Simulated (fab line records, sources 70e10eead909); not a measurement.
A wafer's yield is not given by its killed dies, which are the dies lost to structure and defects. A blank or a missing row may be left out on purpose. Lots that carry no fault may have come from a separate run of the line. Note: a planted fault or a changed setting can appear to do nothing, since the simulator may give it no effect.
Check for tools in common / flow nand harc / 36 wafers sampled across 11 lots

## WHY IT WAS OPENED
At NHARC_P_CONTACT_CD_MEAS_12 the reading cd nm is flagged on 1 of 11 lots. Wafers without a fault read 89.7 nm, standard deviation 0.81.
Rule: a lot is flagged in two cases, either no wafer of it has a number, or all its wafers with numbers fall more than 4 standard deviations from that mean. The rest of the lots are taken to be sound.

lot=L376; measured=day 6 14:43; on=cd sem-01; cd nm (nm), wafer by wafer=90.3 90.8 90.8; flag=
lot=L377; measured=day 7 02:01; on=cd sem-01; cd nm (nm), wafer by wafer=89.9 90.0 89.7; flag=
lot=L378; measured=day 7 13:30; on=cd sem-03; cd nm (nm), wafer by wafer=88.6 88.5 88.7; flag=
lot=L380; measured=day 8 10:23; on=cd sem-03; cd nm (nm), wafer by wafer=89.9 90.6 89.7; flag=
lot=L381; measured=day 9 00:37; on=cd sem-02; cd nm (nm), wafer by wafer=89.4 89.4 89.1; flag=
lot=L385; measured=day 10 23:17; on=cd sem-01; cd nm (nm), wafer by wafer=93.3 93.7 93.3 93.6 93.3 93.4; flag=FLAGGED
lot=L393; measured=day 13 21:55; on=cd sem-03; cd nm (nm), wafer by wafer=90.0 89.6 90.3; flag=
lot=L394; measured=day 14 08:31; on=cd sem-03; cd nm (nm), wafer by wafer=88.4 89.2 87.8; flag=
lot=L395; measured=day 14 22:19; on=cd sem-02; cd nm (nm), wafer by wafer=88.6 89.1 88.9; flag=
lot=L396; measured=day 15 07:00; on=cd sem-01; cd nm (nm), wafer by wafer=90.0 89.3 89.6; flag=
lot=L397; measured=day 15 10:11; on=cd sem-03; cd nm (nm), wafer by wafer=88.4 88.8 88.9; flag=
Average over the flagged lots: 93.4 nm; offset from the usual +3.7 nm, equal to +5 standard deviations.

## LOT BY LOT: THE TOOL USED
2 process steps preceding the reading are held in the record, out of 1302 steps in the route. In each cell: the tool, then ch and the chambers that the sampled wafers went through, then the start.
lot=L376; flag=; NHARC_P_GATE_RTA_64=rtp anneal-01 ch 0, day 6 11:35; NHARC_P_CONTACT_EXPOSE_09=arfi scanner-03 ch 0, day 6 14:34
lot=L377; flag=; NHARC_P_GATE_RTA_64=rtp anneal-02 ch 0, day 6 23:05; NHARC_P_CONTACT_EXPOSE_09=arfi scanner-01 ch 0, day 7 01:52
lot=L378; flag=; NHARC_P_GATE_RTA_64=rtp anneal-02 ch 0, day 7 10:41; NHARC_P_CONTACT_EXPOSE_09=arfi scanner-02 ch 0, day 7 13:22
lot=L380; flag=; NHARC_P_GATE_RTA_64=rtp anneal-02 ch 0, day 8 07:42; NHARC_P_CONTACT_EXPOSE_09=arfi scanner-02 ch 0, day 8 10:16
lot=L381; flag=; NHARC_P_GATE_RTA_64=rtp anneal-02 ch 0, day 8 21:36; NHARC_P_CONTACT_EXPOSE_09=arfi scanner-03 ch 0, day 9 00:29
lot=L385; flag=FLAGGED; NHARC_P_GATE_RTA_64=rtp anneal-01 ch 0, day 10 20:23; NHARC_P_CONTACT_EXPOSE_09=arfi scanner-03 ch 0, day 10 23:09
lot=L393; flag=; NHARC_P_GATE_RTA_64=rtp anneal-01 ch 0, day 13 18:39; NHARC_P_CONTACT_EXPOSE_09=arfi scanner-03 ch 0, day 13 21:46
lot=L394; flag=; NHARC_P_GATE_RTA_64=rtp anneal-02 ch 0, day 14 05:40; NHARC_P_CONTACT_EXPOSE_09=arfi scanner-02 ch 0, day 14 08:23
lot=L395; flag=; NHARC_P_GATE_RTA_64=rtp anneal-02 ch 0, day 14 19:28; NHARC_P_CONTACT_EXPOSE_09=arfi scanner-01 ch 0, day 14 22:11
lot=L396; flag=; NHARC_P_GATE_RTA_64=rtp anneal-01 ch 0, day 15 03:59; NHARC_P_CONTACT_EXPOSE_09=arfi scanner-01 ch 0, day 15 06:52
lot=L397; flag=; NHARC_P_GATE_RTA_64=rtp anneal-01 ch 0, day 15 07:23; NHARC_P_CONTACT_EXPOSE_09=arfi scanner-03 ch 0, day 15 10:02
What is done by these steps:
- NHARC_P_GATE_RTA_64: time 1 s.
- NHARC_P_CONTACT_EXPOSE_09: exposes mask P CA, target cd 90 nm.
- NHARC_P_CONTACT_CD_MEAS_12: target cd 90 nm.

## FLAGGED AGAINST TOTAL, ONE TOOL AT A TIME (gauges that did the reading follow at the end)
step=NHARC_P_GATE_RTA_64; tool=rtp anneal-01; lots run=5; flagged=1; share of the flagged lots=all; sound lots run after its first flagged lot=3 (L393,L396,L397)
step=NHARC_P_GATE_RTA_64; tool=rtp anneal-02; lots run=6; flagged=0; share of the flagged lots=none; sound lots run after its first flagged lot=-
step=NHARC_P_CONTACT_EXPOSE_09; tool=arfi scanner-01; lots run=3; flagged=0; share of the flagged lots=none; sound lots run after its first flagged lot=-
step=NHARC_P_CONTACT_EXPOSE_09; tool=arfi scanner-02; lots run=3; flagged=0; share of the flagged lots=none; sound lots run after its first flagged lot=-
step=NHARC_P_CONTACT_EXPOSE_09; tool=arfi scanner-03; lots run=5; flagged=1; share of the flagged lots=all; sound lots run after its first flagged lot=2 (L393,L397)
step=NHARC_P_CONTACT_CD_MEAS_12; tool=cd sem-01; lots run=4; flagged=1; share of the flagged lots=all; sound lots run after its first flagged lot=1 (L396)
step=NHARC_P_CONTACT_CD_MEAS_12; tool=cd sem-02; lots run=2; flagged=0; share of the flagged lots=none; sound lots run after its first flagged lot=-
step=NHARC_P_CONTACT_CD_MEAS_12; tool=cd sem-03; lots run=5; flagged=0; share of the flagged lots=none; sound lots run after its first flagged lot=-

## WHAT THE TABLE PERMITS
Every flagged lot was run by 3 rows of the table: rtp anneal-01 at NHARC_P_GATE_RTA_64, arfi scanner-03 at NHARC_P_CONTACT_EXPOSE_09 and cd sem-01 at NHARC_P_CONTACT_CD_MEAS_12.
- rtp anneal-01 at NHARC_P_GATE_RTA_64: 1 of its 5 lots flagged. Lots that were sound ran on it after the first flagged one (L393, L396, L397); a persistent fault on the entire tool would not allow that.
- arfi scanner-03 at NHARC_P_CONTACT_EXPOSE_09: 1 of its 5 lots flagged. Lots that were sound ran on it after the first flagged one (L393, L397); a persistent fault on the entire tool would not allow that.
- cd sem-01 at NHARC_P_CONTACT_CD_MEAS_12: 1 of its 4 lots flagged. Lots that were sound ran on it after the first flagged one (L396); a persistent fault on the entire tool would not allow that.
None of the table's rows ran every flagged lot and, after the first, no sound lot.

## WHAT THE SIMULATOR HAD INSERTED
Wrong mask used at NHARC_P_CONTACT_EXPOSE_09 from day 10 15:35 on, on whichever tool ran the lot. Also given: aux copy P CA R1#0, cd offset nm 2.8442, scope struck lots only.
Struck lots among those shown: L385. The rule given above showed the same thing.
